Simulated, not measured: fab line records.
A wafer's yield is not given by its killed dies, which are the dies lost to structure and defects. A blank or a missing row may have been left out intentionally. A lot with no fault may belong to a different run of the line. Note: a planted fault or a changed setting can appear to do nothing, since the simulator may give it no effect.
Split-lot experiment + flow n5_finfet + 39 wafers read across 7 lots, on a route 1938 steps long

== THE SPLIT ==
At N5_HKMG_FIN_CVD_62 (deposits a-Si from Si2H6, target thk 3 nm, time 20.8 s), the setting time_s was moved away from the recipe's 20.8 s on 9 of the 39 wafers read, by -44.7% to +40.2%. All remaining wafers had this setting at the recipe value.

The split's own step is where the reading is taken.

== THE READING ==
a-Si_of_HKMG_FIN_CVD_62.thk_nm (the simulator's own value, which no gauge read), in nm, at N5_HKMG_FIN_CVD_62 (deposits a-Si from Si2H6, target thk 3 nm, time 20.8 s). The file does not state a usual value for it. Average 3.0 nm, standard deviation 0.16 nm, over the 30 wafers here run with the recipe.

| wafer  | tool, chamber at the split     | time_s as run, s | against the recipe | a-Si_of_HKMG_FIN_CVD_62.thk_nm, nm | against lot-mates on the recipe |
|--------|--------------------------------|------------------|--------------------|------------------------------------|---------------------------------|
| L074.1 | thermal_cvd_si-02, 2           | 20.8             | recipe             | 2.8                                | -                               |
| L074.2 | thermal_cvd_si-02, 1           | 20.8             | recipe             | 3.2                                | -                               |
| L074.6 | thermal_cvd_si-02, 1           | 20.8             | recipe             | 3.2                                | -                               |
| L074.3 | thermal_cvd_si-02, 0,0,2       | 20.8             | recipe             | 3                                  | -                               |
| L074.4 | thermal_cvd_si-02, 0,0,2       | 20.8             | recipe             | 3                                  | -                               |
| L074.5 | thermal_cvd_si-02, 0,0,2       | 20.8             | recipe             | 3                                  | -                               |
| L079.2 | thermal_cvd_si-01, 0           | 20.8             | recipe             | 2.8                                | -                               |
| L079.3 | thermal_cvd_si-01, 1,2         | 20.8             | recipe             | 3                                  | -                               |
| L079.5 | thermal_cvd_si-01, 1,2         | 20.8             | recipe             | 3                                  | -                               |
| L081.1 | thermal_cvd_si-01, 1           | 20.8             | recipe             | 3                                  | -                               |
| L081.4 | thermal_cvd_si-01, 1           | 20.8             | recipe             | 3                                  | -                               |
| L081.2 | thermal_cvd_si-01, 0           | 20.8             | recipe             | 2.8                                | -                               |
| L081.6 | thermal_cvd_si-01, 0           | 20.8             | recipe             | 2.8                                | -                               |
| L081.3 | thermal_cvd_si-01, 2           | 20.8             | recipe             | 3.2                                | -                               |
| L081.5 | thermal_cvd_si-01, 2           | 20.8             | recipe             | 3.2                                | -                               |
| L082.1 | thermal_cvd_si-02, 1           | 24.71            | +18.8%             | 4                                  | +0.9                            |
| L082.2 | thermal_cvd_si-02, 2           | 20.8             | recipe             | 3                                  | -                               |
| L082.3 | thermal_cvd_si-02, 0           | 20.8             | recipe             | 3.2                                | -                               |
| L082.6 | thermal_cvd_si-02, 0           | 20.8             | recipe             | 3.2                                | -                               |
| L082.4 | thermal_cvd_si-02, 2           | 24.71            | +18.8%             | 3.6                                | +0.5                            |
| L082.5 | thermal_cvd_si-02, 1           | 24.71            | +18.8%             | 3.8                                | +0.7                            |
| L090.1 | thermal_cvd_si-02, 2,2,0       | 20.8             | recipe             | 2.8                                | -                               |
| L090.4 | thermal_cvd_si-02, 2,2,0       | 20.8             | recipe             | 2.8                                | -                               |
| L090.5 | thermal_cvd_si-02, 2,2,0       | 20.8             | recipe             | 2.8                                | -                               |
| L090.2 | thermal_cvd_si-02, 0,1         | 11.5             | -44.7%             | 1.8                                | -1.0                            |
| L090.3 | thermal_cvd_si-02, 0,1         | 11.5             | -44.7%             | 1.8                                | -1.0                            |
| L090.6 | thermal_cvd_si-02, 1           | 11.5             | -44.7%             | 2                                  | -0.8                            |
| L092.1 | thermal_cvd_si-02, 1           | 29.17            | +40.2%             | 4.4                                | +1.4                            |
| L092.2 | thermal_cvd_si-02, 2           | 20.8             | recipe             | 2.8                                | -                               |
| L092.3 | thermal_cvd_si-02, 0,2         | 29.17            | +40.2%             | 4.2                                | +1.2                            |
| L092.6 | thermal_cvd_si-02, 0,2         | 29.17            | +40.2%             | 4.2                                | +1.2                            |
| L092.4 | thermal_cvd_si-02, 1           | 20.8             | recipe             | 3.2                                | -                               |
| L092.5 | thermal_cvd_si-02, 0           | 20.8             | recipe             | 3                                  | -                               |
| L095.1 | thermal_cvd_si-01, 1,2,0,2,0,1 | 20.8             | recipe             | 2.8                                | -                               |
| L095.2 | thermal_cvd_si-01, 1,2,0,2,0,1 | 20.8             | recipe             | 2.8                                | -                               |
| L095.3 | thermal_cvd_si-01, 1,2,0,2,0,1 | 20.8             | recipe             | 2.8                                | -                               |
| L095.4 | thermal_cvd_si-01, 1,2,0,2,0,1 | 20.8             | recipe             | 2.8                                | -                               |
| L095.5 | thermal_cvd_si-01, 1,2,0,2,0,1 | 20.8             | recipe             | 2.8                                | -                               |
| L095.6 | thermal_cvd_si-01, 1,2,0,2,0,1 | 20.8             | recipe             | 2.8                                | -                               |
Where a row lists several chambers, the file gives one row for several wafers and doesn't say which wafer went through which chamber.

THE FIT
A straight line over all 39 wafers: a-Si_of_HKMG_FIN_CVD_62.thk_nm changes by +0.0294 nm for each +1% of time_s; r = +0.94; the points scatter about the line by 0.19 nm.
The same after taking each lot's own level away (the mean of its wafers on the recipe; 39 wafers): +0.0263 nm for each +1%; r = +0.95; scatter 0.15 nm.
Per that fit: largest time_s move, reading shift of 1.2 nm.
Across the lots, their own levels run from 2.80 to 3.13 nm, a range of 2.1 times the standard deviation given above.
So the lot-to-lot level changes the slope: the two fits differ.
Check: -1.16 nm against its lot-mates is what the line predicts for one of the wafers moved furthest among these (-44.7%) when that wafer is left out of the fit. Against them it came out at -1 nm.

== FURTHER SPLITS ON THESE WAFERS ==
These wafers also went through other splits before the reading. Each is held against what the fit with the lots' levels taken away leaves over:
| other split on the same wafers | wafers away from the commonest value | r with a-Si_of_HKMG_FIN_CVD_62.thk_nm (lot level and that fit taken away) |
|--------------------------------|--------------------------------------|---------------------------------------------------------------------------|
| N5_FIN_SAQP_PECVD_06 time_s    | 15                                   | -0.30                                                                     |
| N5_SPACER0_ALD_07 target_thk_a | 15                                   | +0.12                                                                     |

== FILE'S OWN FIT ==
a-Si_of_HKMG_FIN_CVD_62.thk_nm changes by +0.0265 nm for each +1% of time_s, r = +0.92.
